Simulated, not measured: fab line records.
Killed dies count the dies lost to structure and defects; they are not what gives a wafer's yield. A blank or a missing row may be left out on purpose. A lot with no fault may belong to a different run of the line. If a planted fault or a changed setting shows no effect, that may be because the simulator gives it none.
Split-lot trial | flow n5Finfet | 21 wafers read across 7 lots, on a route 1938 steps long

THE SPLIT ITSELF
At N5_BEOL_M11_COAT_05 (resist thk 90 nm), the setting spinRpm was moved away from the recipe's 1500 rpm on 8 of the 21 wafers read, by -9.9% to +10.7%. For the rest of the wafers, this setting stayed at what the recipe calls for.

FROM THE SPLIT TO THE READING: what the file shows between them, 2 steps
- N5_BEOL_M11_EXPOSE_08: exposes mask M11 (also split here: doseMj)
- N5_BEOL_M11_PEB_09: peb time 60 s

THE READING
CAR-ArF_of_BEOL_M11_COAT_05.thkNm (the simulator's own value, which no gauge read), in nm, at N5_BEOL_M11_DEVELOP_10 (develop time 30 s). No usual value for it is given in the file. Here, 13 wafers ran the recipe; their average is 88.5 nm with a standard deviation of 0.28 nm.

wafer  | tool, chamber at the split | spinRpm as run, rpm | against the recipe | CAR-ArF_of_BEOL_M11_COAT_05.thkNm, nm | against lot-mates on the recipe
L078.1 | lithoTrack-05, 0           | 1500                | recipe             | 88.4                                  | -
L078.3 | lithoTrack-05, 0           | 1651                | +10.1%             | 83.8                                  | -4.5
L078.6 | lithoTrack-05, 0           | 1500                | recipe             | 88.2                                  | -
L083.1 | lithoTrack-05, 0           | 1500                | recipe             | 88.2                                  | -
L083.2 | lithoTrack-05, 0           | 1500                | recipe             | 88.2                                  | -
L083.6 | lithoTrack-05, 0           | 1500                | recipe             | 88.4                                  | -
L088.4 | lithoTrack-05, 0           | 1500                | recipe             | 88.8                                  | -
L088.5 | lithoTrack-05, 0           | 1423                | -5.1%              | 91                                    | +2.3
L088.6 | lithoTrack-05, 0           | 1500                | recipe             | 88.6                                  | -
L089.1 | lithoTrack-04, 0           | 1500                | recipe             | 89                                    | -
L089.3 | lithoTrack-04, 0           | 1660                | +10.7%             | 84.6                                  | -4.4
L089.5 | lithoTrack-04, 0           | 1660                | +10.7%             | 84.4                                  | -4.6
L093.1 | lithoTrack-04, 0           | 1500                | recipe             | 88.6                                  | -
L093.3 | lithoTrack-04, 0           | 1500                | recipe             | 88                                    | -
L093.6 | lithoTrack-04, 0           | 1500                | recipe             | 88.4                                  | -
L094.1 | lithoTrack-05, 0           | 1611                | +7.4%              | 85.4                                  | -3.3
L094.2 | lithoTrack-05, 0           | 1500                | recipe             | 88.6                                  | -
L094.5 | lithoTrack-05, 0           | 1500                | recipe             | 88.8                                  | -
L096.1 | lithoTrack-02, 0           | 1352                | -9.9%              | 93.2                                  | no lot-mate on the recipe
L096.2 | lithoTrack-02, 0           | 1352                | -9.9%              | 93.2                                  | no lot-mate on the recipe
L096.5 | lithoTrack-02, 0           | 1352                | -9.9%              | 93.4                                  | no lot-mate on the recipe

FIT RESULTS
A straight line over all 21 wafers: CAR-ArF_of_BEOL_M11_COAT_05.thkNm changes by -0.442 nm for each +1% of spinRpm; r = -0.99; the points scatter about the line by 0.36 nm.
The same after taking each lot's own level away (the mean of its wafers on the recipe; 18 wafers): -0.433 nm for each +1%; r = -1.00; scatter 0.15 nm.
Per that fit: largest spinRpm move, reading shift of 4.6 nm.
Across the lots, their own levels run from 88.27 to 89.00 nm, a range of 2.6 times the standard deviation given above.
Hence the lot-to-lot level has little effect on the slope; both slopes agree.
Check: -4.7 nm against its lot-mates is what the line predicts for one of the wafers moved furthest among these (+10.7%) when that wafer is left out of the fit. Against them it came out at -4.4 nm.

OTHER SPLITS APPLIED TO THESE WAFERS
These wafers also went through other splits before the reading. Each is held against what the fit with the lots' levels taken away leaves over:
other split on the same wafers | wafers away from the commonest value | r with CAR-ArF_of_BEOL_M11_COAT_05.thkNm (lot level and that fit taken away)
N5_BEOL_M10_COAT_60 spinRpm    | 6                                    | +0.18
N5_BEOL_M11_EXPOSE_08 doseMj   | 4                                    | +0.03

THE WHOLE CHAIN: every reading that the file lists as answering this split, in the file's order
step                   | what it does      | reading                                                                            | change (the file's fit)               | r (the file's)
N5_BEOL_M11_COAT_05    | resist thk 90 nm  | CAR-ArF_of_BEOL_M11_COAT_05.thkNm (the simulator's own value, which no gauge read) | -0.426 nm for each +1% of the setting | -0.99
N5_BEOL_M11_DEVELOP_10 | develop time 30 s | CAR-ArF_of_BEOL_M11_COAT_05.thkNm (the simulator's own value, which no gauge read) | -0.437 nm for each +1% of the setting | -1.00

FILE'S OWN FIT
CAR-ArF_of_BEOL_M11_COAT_05.thkNm changes by -0.437 nm for each +1% of spinRpm, r = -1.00.
